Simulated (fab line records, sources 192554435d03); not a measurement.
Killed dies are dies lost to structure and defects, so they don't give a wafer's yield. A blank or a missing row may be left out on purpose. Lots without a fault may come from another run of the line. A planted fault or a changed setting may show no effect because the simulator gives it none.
A struck lot beside a sound one | flow n5_finfet | 19 steps out of a route of 1938
Sound: wafers L881.1, L881.4, L881.5. Struck: wafers L895.1, L895.2, L895.4. The cause comes at the end.
At each step with rows: each side's tool, then ch and its chambers, then its first start. Under that, the readings that differ: sound wafers | struck wafers | difference of the means | sigmas: that difference in standard deviations of wafers without a fault.
alike: readings whose means differ by less than 2 such deviations, and words and numbers that are the same on both sides. not compared: withheld readings, readings that some wafer has no value for, bounds like >300 that may hide the same value, and numbers for which the record gives no deviation and whose values overlap.
The two part at a step that has a row with sigmas, a row that says differs or no value, or rows on one side only. Numbers that don't overlap but have no deviation are shown without sigmas and don't part them. A reading that every wafer of one side lacks parts them only if that side has two wafers or more.

N5_BEOL_M13_CMP_49: polishes, stops on SiOC, t overpolish 17.1 s, target thk 420 nm.
  sound on cmp-01 ch 1,2, day 11 14:01; struck on cmp-01 ch 0,2,3, day 15 18:06
  alike: barrier_field_endpoint_s, edge_zone_pressure_frac, motor_current_A, overpolish_run_s
  not compared: pad_life_wafers
N5_BEOL_M13_THK_MEAS_50: measures by xrf.
  sound on film_metro-02, day 11 14:16; struck on film_metro-01, day 15 18:24
  alike: M13_THK
then, 1 step without rows for these wafers: N5_BEOL_M13_PRE_CLEAN_52 (time 15 s).
N5_BEOL_M13_DEP_53: deposits SiCN from 3MS/NH3, target thk 50 nm, time 17.8 s.
  sound on pecvd-04 ch 0,1,2, day 11 14:19; struck on pecvd-01 ch 1,2, day 15 18:28
  alike: chamber_pressure_Torr, showerhead_plenum_p_Torr, throttle_valve_pct
N5_BEOL_M13_RS_MEAS_54: measures by four-point-probe.
  sound on film_metro-02, day 11 14:23; struck on film_metro-02, day 15 18:32
  alike: M13_RS
N5_BEOL_M13_INSPECT_55: inspects for defects (darkfield).
  sound on defect_inspect-02, day 11 14:25; struck on defect_inspect-01, day 15 18:33
  alike: raw_defect_count
N5_BEOL_M14_ILD_DEP_00: deposits SiO2 from TEOS/O2, target thk 1119.3 nm, time 237.4 s.
  sound on pecvd-04 ch 0,1,2, day 11 14:27; struck on pecvd-04 ch 0,1,2, day 15 18:35
  alike: chamber_pressure_Torr, heater_power_w, showerhead_plenum_p_Torr, throttle_valve_pct
N5_BEOL_M14_THK_MEAS_01:
  sound on film_metro-01, day 11 14:38; struck on film_metro-02, day 15 18:47
  alike: M14_ILD_THK
then, 4 steps without rows for these wafers: N5_BEOL_M14_COAT_58 (time 60 s, resist thk 89 nm); N5_BEOL_M14_COAT_04 (resist thk 800 nm); N5_BEOL_M14_EBR_06; N5_BEOL_M14_SOFTBAKE_05 (time 60 s).
N5_BEOL_M14_EXPOSE_07: exposes mask V13.
  sound on krf_scanner-01 ch 0, day 11 14:54; struck on krf_scanner-02 ch 0, day 15 18:55
  reading                          | sound | struck         | difference | sigmas
  model.BEOL_M14.overlay_x_nm (nm) | 3 3 3 | 46.8 46.8 46.8 | +43.8      |
  alike: mask
then, 3 steps without rows for these wafers: N5_BEOL_M14_PEB_08 (peb time 90 s); N5_BEOL_M14_DEVELOP_09 (develop time 45 s); N5_BEOL_M14_HARDBAKE_14 (time 120 s).
N5_BEOL_M14_CD_MEAS_10: target cd 250 nm.
  sound on cd_sem-01 ch 0, day 11 15:05; struck on cd_sem-03 ch 0, day 15 19:05
  alike: cd_nm
N5_BEOL_M14_OVL_MEAS_11:
  sound on overlay-01 ch 0, day 11 15:07; struck on overlay-02 ch 0, day 15 19:07
  reading      | sound  | struck   | difference | sigmas
  V13_OVL (nm) | 10 1 4 | 46 51 44 | +42        | +8
N5_BEOL_M14_INSPECT_12: inspects for defects (macro).
  sound on defect_inspect-01, day 11 15:08; struck on defect_inspect-01, day 15 19:08
  alike: raw_defect_count

WHERE THEY PART
Only at N5_BEOL_M14_OVL_MEAS_11, within this record. Later steps at which nothing parts them and some readings are alike: N5_BEOL_M14_INSPECT_12.

WHY: what the simulator had put in
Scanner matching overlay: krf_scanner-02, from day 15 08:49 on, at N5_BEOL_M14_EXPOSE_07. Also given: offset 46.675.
